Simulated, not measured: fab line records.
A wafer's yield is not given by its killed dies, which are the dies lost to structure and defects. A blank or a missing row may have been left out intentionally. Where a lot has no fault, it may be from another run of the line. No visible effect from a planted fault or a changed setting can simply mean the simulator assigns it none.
Matching of chambers	flow nand_harc	rie_si-06 running NHARC_A_ZERO_WELL_ETCH_13: 4 sister chambers
The step etches the open film in HBr/Cl2, target depth 120 nm, time 40.1 s. 4 wafers are shown with their chamber, then 8 later ones without.

== EACH WAFER AND ITS CHAMBER ==
wafer	chamber	he_backside_leak_sccm (sccm)
L638.3	0	2.40
L644.2	3	3.16
L644.5	2	3.05
L647.3	1	2.78

== WAFERS WITHOUT THEIR CHAMBER ==
wafer	he_backside_leak_sccm (sccm)
L647.4	3.10
L647.6	2.88
L648.1	3.20
L648.3	2.60
L648.4	3.10
L649.1	2.96
L649.4	2.45
L649.5	3.01

== CHAMBER TAKEN BY EACH ==
wafer	from the rows above	in truth
L647.4	can't be placed: 2 or 3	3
L647.6	can't be placed: 1 or 2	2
L648.1	can't be placed: 3 or 2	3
L648.3	can't be placed: 1 or 0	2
L648.4	can't be placed: 2 or 3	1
L649.1	can't be placed: 2 or 1 or 3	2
L649.4	0	0
L649.5	can't be placed: 2 or 3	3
Correct placement for 1 of the 8. Can't be placed from these rows: 7 (the true chamber is among the candidates in 5). Number placed wrongly: 0.
How it was worked out, from the rows above alone: a wafer's distance from a chamber is the root of the sum, over the readings, of the square of ((its reading less the chamber's mean) divided by the reading's scatter). If the next closest chamber is less than 2 further off than the closest, the wafer can't be placed; otherwise it belongs to the closest. For every chamber, the mean is computed from those of its wafers that are shown. The scatter: with one shown wafer a chamber, the root of the mean of the squares of how far each hidden wafer lies from its nearest shown one.
